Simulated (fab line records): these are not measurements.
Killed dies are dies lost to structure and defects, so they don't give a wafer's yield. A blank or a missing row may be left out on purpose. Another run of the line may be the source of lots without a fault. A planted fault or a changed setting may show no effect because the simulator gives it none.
Matching of chambers :: flow nand harc :: rie diel-02 running NHARC_A_STAIRCASE_ETCHBACK_157: 4 sister chambers
The step etches the open film in CH3F/O2, target depth 90 nm, time 167.14 s. 4 wafers are shown with their chamber, then 8 later ones without.

== WAFERS, EACH WITH ITS CHAMBER ==
wafer: L091.2
chamber: 0
drypump motor current A (A): 5.8

wafer: L091.4
chamber: 3
drypump motor current A (A): 5.2

wafer: L091.5
chamber: 2
drypump motor current A (A): 5.3

wafer: L094.1
chamber: 1
drypump motor current A (A): 6.0

== WAFERS WITH NO CHAMBER GIVEN ==
wafer: L094.2
drypump motor current A (A): 5.9

wafer: L094.3
drypump motor current A (A): 5.2

wafer: L096.1
drypump motor current A (A): 5.4

wafer: L096.4
drypump motor current A (A): 5.2

wafer: L096.6
drypump motor current A (A): 5.3

wafer: L097.1
drypump motor current A (A): 5.8

wafer: L097.4
drypump motor current A (A): 5.2

wafer: L097.5
drypump motor current A (A): 6.0

== WHICH CHAMBER EACH ONE RAN IN ==
wafer: L094.2
from the rows above: can't be placed: 1 or 0
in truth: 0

wafer: L094.3
from the rows above: can't be placed: 3 or 2
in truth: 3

wafer: L096.1
from the rows above: can't be placed: 2 or 3
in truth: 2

wafer: L096.4
from the rows above: can't be placed: 3 or 2
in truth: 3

wafer: L096.6
from the rows above: can't be placed: 2 or 3
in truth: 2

wafer: L097.1
from the rows above: 0
in truth: 0

wafer: L097.4
from the rows above: can't be placed: 3 or 2
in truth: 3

wafer: L097.5
from the rows above: 1
in truth: 1
Correct placement for 2 of the 8. Unplaceable from these rows: 6, with the true chamber sitting among the candidates in 6. 0 placed wrongly.
How it was worked out, from the rows above alone: a wafer's distance from a chamber is the root of the sum, over the readings, of the square of ((its reading less the chamber's mean) divided by the reading's scatter). The wafer belongs to the nearest chamber; if the next one is less than 2 further off, it can't be placed. Each chamber's mean is taken over the wafers shown for it. The scatter (one wafer shown for each chamber): square how far every hidden wafer sits from the nearest shown wafer, average those squares and take the square root.
